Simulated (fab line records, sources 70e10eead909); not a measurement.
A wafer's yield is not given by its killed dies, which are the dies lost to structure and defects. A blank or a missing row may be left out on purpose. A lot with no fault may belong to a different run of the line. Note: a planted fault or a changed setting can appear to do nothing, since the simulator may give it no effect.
Which tool was responsible? / flow nand_harc / 13 lots, 36 wafers sampled, at 5 steps of a route of 1159

== WHAT THE GAUGES SHOWED, per wafer ==
NHARC_END_SORT_01. Usual: killed_at_array 27, standard deviation 10; killed_at_other 0.6, standard deviation 0.83; killed_at_periphery 2.4, standard deviation 1.8; killed_dies 30, standard deviation 10; killed_open 3.3, standard deviation 1.7; killed_short 1.8, standard deviation 1.4.
lot=L795; measured=day 22 18:56; on=prober-02; killed_at_array=327 282; killed_at_other=1 0; killed_at_periphery=3 3; killed_dies=331 285; killed_open=3 1; killed_short=2 2; flag=OFF
lot=L797; measured=day 23 16:44; on=prober-01; killed_at_array=347 267; killed_at_other=2 1; killed_at_periphery=2 2; killed_dies=351 270; killed_open=5 5; killed_short=1 2; flag=OFF
lot=L798; measured=day 23 17:33; on=prober-02; killed_at_array=43 370; killed_at_other=0 0; killed_at_periphery=1 2; killed_dies=44 372; killed_open=4 4; killed_short=4 2; flag=OFF

== WHAT TOOL EACH LOT RAN ON (gives the tool, then ch and the chambers of the sampled wafers, and finally the start) ==
lot=L781; NHARC_A_STAIRCASE_ETCH_17=rie_diel-10 ch 1,2,3, day 10 14:04 or earlier; NHARC_A_STAIRCASE_TRIM_18=rie_diel-10 ch 2,3, day 10 14:04; NHARC_A_STAIRCASE_TRIM_20=rie_diel-11 ch 1,3, day 10 14:25; NHARC_A_STAIRCASE_STRIP_175=plasma_asher-02 ch 0,1, day 10 15:43
lot=L780; NHARC_A_STAIRCASE_ETCH_17=rie_diel-13 ch 0,2,3, day 10 18:19 or earlier; NHARC_A_STAIRCASE_TRIM_18=rie_diel-13 ch 2,3, day 10 18:19; NHARC_A_STAIRCASE_TRIM_20=rie_diel-13 ch 0,1,2, day 10 18:41; NHARC_A_STAIRCASE_STRIP_175=plasma_asher-02 ch 0,1, day 10 20:29
lot=L782; NHARC_A_STAIRCASE_ETCH_17=rie_diel-10 ch 2,3, day 11 11:14 or earlier; NHARC_A_STAIRCASE_TRIM_18=rie_diel-10 ch 1,2, day 11 11:14; NHARC_A_STAIRCASE_TRIM_20=rie_diel-11 ch 0,1,3, day 11 11:38; NHARC_A_STAIRCASE_STRIP_175=plasma_asher-01 ch 0,1, day 11 14:44
lot=L784; NHARC_A_STAIRCASE_ETCH_17=rie_diel-11 ch 1,3, day 11 19:28 or earlier; NHARC_A_STAIRCASE_TRIM_18=rie_diel-11 ch 0,2,3, day 11 19:28; NHARC_A_STAIRCASE_TRIM_20=rie_diel-13 ch 0,2, day 11 19:49; NHARC_A_STAIRCASE_STRIP_175=plasma_asher-01 ch 0,1, day 11 20:54
lot=L786; NHARC_A_STAIRCASE_ETCH_17=rie_diel-10 ch 1,2,3, day 12 06:15 or earlier; NHARC_A_STAIRCASE_TRIM_18=rie_diel-10 ch 1,2, day 12 06:15; NHARC_A_STAIRCASE_TRIM_20=rie_diel-13 ch 0,1,3, day 12 06:37; NHARC_A_STAIRCASE_STRIP_175=plasma_asher-02 ch 0,1, day 12 07:49
lot=L788; NHARC_A_STAIRCASE_ETCH_17=rie_diel-11 ch 0,2,3, day 12 16:02 or earlier; NHARC_A_STAIRCASE_TRIM_18=rie_diel-11 ch 0,3, day 12 16:02; NHARC_A_STAIRCASE_TRIM_20=rie_diel-11 ch 0,3, day 12 16:26; NHARC_A_STAIRCASE_STRIP_175=plasma_asher-02 ch 0, day 12 18:32
lot=L787; NHARC_A_STAIRCASE_ETCH_17=rie_diel-11 ch 0,1, day 12 20:04 or earlier; NHARC_A_STAIRCASE_TRIM_18=rie_diel-11 ch 0,3, day 12 20:04; NHARC_A_STAIRCASE_TRIM_20=rie_diel-11 ch 1,2,3, day 12 20:40; NHARC_A_STAIRCASE_STRIP_175=plasma_asher-01 ch 1, day 12 23:05
lot=L791; NHARC_A_STAIRCASE_ETCH_17=rie_diel-11 ch 0,1,3, day 13 03:28 or earlier; NHARC_A_STAIRCASE_TRIM_18=rie_diel-11 ch 2,3, day 13 03:28; NHARC_A_STAIRCASE_TRIM_20=rie_diel-10 ch 0,3, day 13 03:49; NHARC_A_STAIRCASE_STRIP_175=plasma_asher-01 ch 0,1, day 13 04:53
lot=L795; NHARC_A_STAIRCASE_ETCH_17=rie_diel-10 ch 1,2, day 14 15:19 or earlier; NHARC_A_STAIRCASE_TRIM_18=rie_diel-10 ch 2,3, day 14 15:19; NHARC_A_STAIRCASE_TRIM_20=rie_diel-11 ch 1,3, day 14 15:39; NHARC_A_STAIRCASE_STRIP_175=plasma_asher-02 ch 0, day 14 16:44
lot=L797; NHARC_A_STAIRCASE_ETCH_17=rie_diel-10 ch 0,2, day 15 04:55 or earlier; NHARC_A_STAIRCASE_TRIM_18=rie_diel-10 ch 0, day 15 04:55; NHARC_A_STAIRCASE_TRIM_20=rie_diel-13 ch 0, day 15 05:16; NHARC_A_STAIRCASE_STRIP_175=plasma_asher-01 ch 1, day 15 06:22
lot=L798; NHARC_A_STAIRCASE_ETCH_17=rie_diel-10 ch 3, day 15 05:08 or earlier; NHARC_A_STAIRCASE_TRIM_18=rie_diel-10 ch 2,3, day 15 05:08; NHARC_A_STAIRCASE_TRIM_20=rie_diel-11 ch 2,3, day 15 05:32; NHARC_A_STAIRCASE_STRIP_175=plasma_asher-01 ch 0, day 15 06:45
lot=L801; NHARC_A_STAIRCASE_ETCH_17=rie_diel-13 ch 0,1, day 16 16:23 or earlier; NHARC_A_STAIRCASE_TRIM_18=rie_diel-13 ch 0,1,3, day 16 16:23; NHARC_A_STAIRCASE_TRIM_20=rie_diel-13 ch 1,2,3, day 16 16:44; NHARC_A_STAIRCASE_STRIP_175=plasma_asher-01 ch 0,1, day 16 17:47
lot=L803; NHARC_A_STAIRCASE_ETCH_17=rie_diel-11 ch 0,1, day 17 04:22 or earlier; NHARC_A_STAIRCASE_TRIM_18=rie_diel-11 ch 0,1,2, day 17 04:22; NHARC_A_STAIRCASE_TRIM_20=rie_diel-11 ch 1,2, day 17 04:43; NHARC_A_STAIRCASE_STRIP_175=plasma_asher-02 ch 0,1, day 17 05:52
- NHARC_A_STAIRCASE_ETCH_17: etches the open film in C4F8/O2, target depth 100 nm, time 40.5 s.
- NHARC_A_STAIRCASE_TRIM_18: chemistry O2, time 211.2 s.
- NHARC_A_STAIRCASE_TRIM_20: chemistry O2, time 211.2 s.
- NHARC_A_STAIRCASE_STRIP_175: strips in O2.

== AS READ BY THE TOOLS THEMSELVES (means over the sampled wafers that have a number; for cases with no such wafer, the mark the record gives instead) ==
NHARC_A_STAIRCASE_ETCH_17. Usual: oes_product_au 0.940 a.u., standard deviation 0.014; rf_vpp_V 895 V, standard deviation 5.8.
lot=L781; tool=rie_diel-10; oes_product_au (a.u.)=0.940; rf_vpp_V (V)=893; flag=
lot=L780; tool=rie_diel-13; oes_product_au (a.u.)=0.965; rf_vpp_V (V)=893; flag=
lot=L782; tool=rie_diel-10; oes_product_au (a.u.)=0.941; rf_vpp_V (V)=897; flag=
lot=L784; tool=rie_diel-11; oes_product_au (a.u.)=0.929; rf_vpp_V (V)=890; flag=
lot=L786; tool=rie_diel-10; oes_product_au (a.u.)=0.934; rf_vpp_V (V)=893; flag=
lot=L788; tool=rie_diel-11; oes_product_au (a.u.)=0.943; rf_vpp_V (V)=897; flag=
lot=L787; tool=rie_diel-11; oes_product_au (a.u.)=0.927; rf_vpp_V (V)=891; flag=
lot=L791; tool=rie_diel-11; oes_product_au (a.u.)=0.932; rf_vpp_V (V)=893; flag=
lot=L795; tool=rie_diel-10; oes_product_au (a.u.)=0.940; rf_vpp_V (V)=888; flag=
lot=L797; tool=rie_diel-10; oes_product_au (a.u.)=0.932; rf_vpp_V (V)=898; flag=
lot=L798; tool=rie_diel-10; oes_product_au (a.u.)=0.925; rf_vpp_V (V)=898; flag=
lot=L801; tool=rie_diel-13; oes_product_au (a.u.)=0.958; rf_vpp_V (V)=901; flag=
lot=L803; tool=rie_diel-11; oes_product_au (a.u.)=0.933; rf_vpp_V (V)=891; flag=

NHARC_A_STAIRCASE_TRIM_18. Usual: drypump_motor_current_A 5.8 A, standard deviation 0.45; oes_product_au 1.002 a.u., standard deviation 0.014; rf_vpp_V 57.7 V, standard deviation 0.89; showerhead_plenum_p_Torr 3.52 Torr, standard deviation 0.15; throttle_valve_pct 17.036 %, standard deviation 0.0081.
lot=L781; tool=rie_diel-10; drypump_motor_current_A (A)=5.9; oes_product_au (a.u.)=1.004; rf_vpp_V (V)=58.6; showerhead_plenum_p_Torr (Torr)=3.57; throttle_valve_pct (%)=17.040; flag=
lot=L780; tool=rie_diel-13; drypump_motor_current_A (A)=5.1; oes_product_au (a.u.)=1.005; rf_vpp_V (V)=57.7; showerhead_plenum_p_Torr (Torr)=3.46; throttle_valve_pct (%)=17.032; flag=
lot=L782; tool=rie_diel-10; drypump_motor_current_A (A)=6.1; oes_product_au (a.u.)=1.012; rf_vpp_V (V)=57.2; showerhead_plenum_p_Torr (Torr)=3.32; throttle_valve_pct (%)=17.034; flag=
lot=L784; tool=rie_diel-11; drypump_motor_current_A (A)=6.2; oes_product_au (a.u.)=0.991; rf_vpp_V (V)=57.1; showerhead_plenum_p_Torr (Torr)=3.55; throttle_valve_pct (%)=17.039; flag=
lot=L786; tool=rie_diel-10; drypump_motor_current_A (A)=5.8; oes_product_au (a.u.)=1.011; rf_vpp_V (V)=58.0; showerhead_plenum_p_Torr (Torr)=3.38; throttle_valve_pct (%)=17.043; flag=
lot=L788; tool=rie_diel-11; drypump_motor_current_A (A)=6.0; oes_product_au (a.u.)=1.006; rf_vpp_V (V)=58.0; showerhead_plenum_p_Torr (Torr)=3.52; throttle_valve_pct (%)=17.042; flag=
lot=L787; tool=rie_diel-11; drypump_motor_current_A (A)=6.0; oes_product_au (a.u.)=0.997; rf_vpp_V (V)=58.0; showerhead_plenum_p_Torr (Torr)=3.51; throttle_valve_pct (%)=17.030; flag=
lot=L791; tool=rie_diel-11; drypump_motor_current_A (A)=6.3; oes_product_au (a.u.)=1.003; rf_vpp_V (V)=57.5; showerhead_plenum_p_Torr (Torr)=3.54; throttle_valve_pct (%)=17.035; flag=
lot=L795; tool=rie_diel-10; drypump_motor_current_A (A)=5.8; oes_product_au (a.u.)=1.214; rf_vpp_V (V)=57.3; showerhead_plenum_p_Torr (Torr)=3.51; throttle_valve_pct (%)=17.034; flag=OFF
lot=L797; tool=rie_diel-10; drypump_motor_current_A (A)=6.3; oes_product_au (a.u.)=1.208; rf_vpp_V (V)=58.3; showerhead_plenum_p_Torr (Torr)=3.71; throttle_valve_pct (%)=17.036; flag=OFF
lot=L798; tool=rie_diel-10; drypump_motor_current_A (A)=5.8; oes_product_au (a.u.)=1.111; rf_vpp_V (V)=56.0; showerhead_plenum_p_Torr (Torr)=3.50; throttle_valve_pct (%)=17.029; flag=OFF
lot=L801; tool=rie_diel-13; drypump_motor_current_A (A)=5.3; oes_product_au (a.u.)=1.022; rf_vpp_V (V)=57.0; showerhead_plenum_p_Torr (Torr)=3.51; throttle_valve_pct (%)=17.039; flag=
lot=L803; tool=rie_diel-11; drypump_motor_current_A (A)=5.9; oes_product_au (a.u.)=0.995; rf_vpp_V (V)=57.1; showerhead_plenum_p_Torr (Torr)=3.47; throttle_valve_pct (%)=17.042; flag=

NHARC_A_STAIRCASE_TRIM_20. Usual: drypump_motor_current_A 5.7 A, standard deviation 0.48; oes_product_au 1.000 a.u., standard deviation 0.016; rf_vpp_V 57.7 V, standard deviation 0.8; showerhead_plenum_p_Torr 3.50 Torr, standard deviation 0.15; throttle_valve_pct 17.036 %, standard deviation 0.0094.
lot=L781; tool=rie_diel-11; drypump_motor_current_A (A)=5.7; oes_product_au (a.u.)=0.994; rf_vpp_V (V)=57.4; showerhead_plenum_p_Torr (Torr)=3.45; throttle_valve_pct (%)=17.033; flag=
lot=L780; tool=rie_diel-13; drypump_motor_current_A (A)=5.4; oes_product_au (a.u.)=1.017; rf_vpp_V (V)=57.2; showerhead_plenum_p_Torr (Torr)=3.47; throttle_valve_pct (%)=17.044; flag=
lot=L782; tool=rie_diel-11; drypump_motor_current_A (A)=5.7; oes_product_au (a.u.)=0.989; rf_vpp_V (V)=56.8; showerhead_plenum_p_Torr (Torr)=3.46; throttle_valve_pct (%)=17.036; flag=
lot=L784; tool=rie_diel-13; drypump_motor_current_A (A)=5.4; oes_product_au (a.u.)=1.026; rf_vpp_V (V)=58.0; showerhead_plenum_p_Torr (Torr)=3.55; throttle_valve_pct (%)=17.044; flag=
lot=L786; tool=rie_diel-13; drypump_motor_current_A (A)=5.3; oes_product_au (a.u.)=1.009; rf_vpp_V (V)=57.9; showerhead_plenum_p_Torr (Torr)=3.35; throttle_valve_pct (%)=17.041; flag=
lot=L788; tool=rie_diel-11; drypump_motor_current_A (A)=6.0; oes_product_au (a.u.)=1.006; rf_vpp_V (V)=58.2; showerhead_plenum_p_Torr (Torr)=3.52; throttle_valve_pct (%)=17.039; flag=
lot=L787; tool=rie_diel-11; drypump_motor_current_A (A)=5.9; oes_product_au (a.u.)=0.989; rf_vpp_V (V)=58.2; showerhead_plenum_p_Torr (Torr)=3.46; throttle_valve_pct (%)=17.040; flag=
lot=L791; tool=rie_diel-10; drypump_motor_current_A (A)=6.2; oes_product_au (a.u.)=0.999; rf_vpp_V (V)=58.1; showerhead_plenum_p_Torr (Torr)=3.68; throttle_valve_pct (%)=17.042; flag=
lot=L795; tool=rie_diel-11; drypump_motor_current_A (A)=5.6; oes_product_au (a.u.)=0.998; rf_vpp_V (V)=57.0; showerhead_plenum_p_Torr (Torr)=3.40; throttle_valve_pct (%)=17.038; flag=
lot=L797; tool=rie_diel-13; drypump_motor_current_A (A)=5.2; oes_product_au (a.u.)=1.022; rf_vpp_V (V)=59.2; showerhead_plenum_p_Torr (Torr)=3.80; throttle_valve_pct (%)=17.035; flag=
lot=L798; tool=rie_diel-11; drypump_motor_current_A (A)=6.2; oes_product_au (a.u.)=0.998; rf_vpp_V (V)=57.8; showerhead_plenum_p_Torr (Torr)=3.52; throttle_valve_pct (%)=17.031; flag=
lot=L801; tool=rie_diel-13; drypump_motor_current_A (A)=5.3; oes_product_au (a.u.)=1.006; rf_vpp_V (V)=57.5; showerhead_plenum_p_Torr (Torr)=3.47; throttle_valve_pct (%)=17.034; flag=
lot=L803; tool=rie_diel-11; drypump_motor_current_A (A)=5.6; oes_product_au (a.u.)=1.012; rf_vpp_V (V)=57.6; showerhead_plenum_p_Torr (Torr)=3.39; throttle_valve_pct (%)=17.037; flag=

NHARC_A_STAIRCASE_STRIP_175. Usual: drypump_motor_current_A 5.7 A, standard deviation 0.31; heater_power_w 324 W, standard deviation 26.
lot=L781; tool=plasma_asher-02; drypump_motor_current_A (A)=5.6; heater_power_w (W)=329; flag=
lot=L780; tool=plasma_asher-02; drypump_motor_current_A (A)=5.8; heater_power_w (W)=318; flag=
lot=L782; tool=plasma_asher-01; drypump_motor_current_A (A)=5.6; heater_power_w (W)=315; flag=
lot=L784; tool=plasma_asher-01; drypump_motor_current_A (A)=5.6; heater_power_w (W)=320; flag=
lot=L786; tool=plasma_asher-02; drypump_motor_current_A (A)=5.6; heater_power_w (W)=324; flag=
lot=L788; tool=plasma_asher-02; drypump_motor_current_A (A)=5.3; heater_power_w (W)=341; flag=
lot=L787; tool=plasma_asher-01; drypump_motor_current_A (A)=5.7; heater_power_w (W)=356; flag=
lot=L791; tool=plasma_asher-01; drypump_motor_current_A (A)=5.6; heater_power_w (W)=301; flag=
lot=L795; tool=plasma_asher-02; drypump_motor_current_A (A)=5.3; heater_power_w (W)=340; flag=
lot=L797; tool=plasma_asher-01; drypump_motor_current_A (A)=5.7; heater_power_w (W)=358; flag=
lot=L798; tool=plasma_asher-01; drypump_motor_current_A (A)=5.5; heater_power_w (W)=280; flag=
lot=L801; tool=plasma_asher-01; drypump_motor_current_A (A)=5.6; heater_power_w (W)=332; flag=
lot=L803; tool=plasma_asher-02; drypump_motor_current_A (A)=5.6; heater_power_w (W)=329; flag=

== THE ANSWER, worked out from the rows above alone ==
Rule: a lot is off if the mean of its wafers that have a number lies more than 3 standard deviations from the usual mean. Also off: a lot with no number at a reading for which 4 or more lots have one. The other lots that the step has rows for count as sound. The gauges are gone through in route order, then the tools' own readings, and for those a lot's mean is taken as printed above. At the first step where some lot is off, the reading lying furthest off is the one used; lots without a number count as furthest.
Off: L795, L797, L798, at NHARC_END_SORT_01 (killed_dies). Neither off nor sound, because the step has no rows for them: L781, L780, L782, L784, L786, L788, L787, L791, L801, L803.
A tool fits if, at a process step before that reading, it ran every lot that is off, and no sound lot after the first of them. The gauges at NHARC_END_SORT_01 aren't tried: what is off there is off at NHARC_A_STAIRCASE_TRIM_18 too, on other tools, and a gauge's error can't cause that. NHARC_A_STAIRCASE_ETCH_17 gives no start for some lots, so the hours and the order of its lots are those of NHARC_A_STAIRCASE_TRIM_18. One candidate fits, namely rie_diel-10 at NHARC_A_STAIRCASE_ETCH_17 and NHARC_A_STAIRCASE_TRIM_18. It ran no sound lot before its first lot that is off in this sample, so the start can't be narrowed down.

== WHAT THE SIMULATOR HAD INSERTED ==
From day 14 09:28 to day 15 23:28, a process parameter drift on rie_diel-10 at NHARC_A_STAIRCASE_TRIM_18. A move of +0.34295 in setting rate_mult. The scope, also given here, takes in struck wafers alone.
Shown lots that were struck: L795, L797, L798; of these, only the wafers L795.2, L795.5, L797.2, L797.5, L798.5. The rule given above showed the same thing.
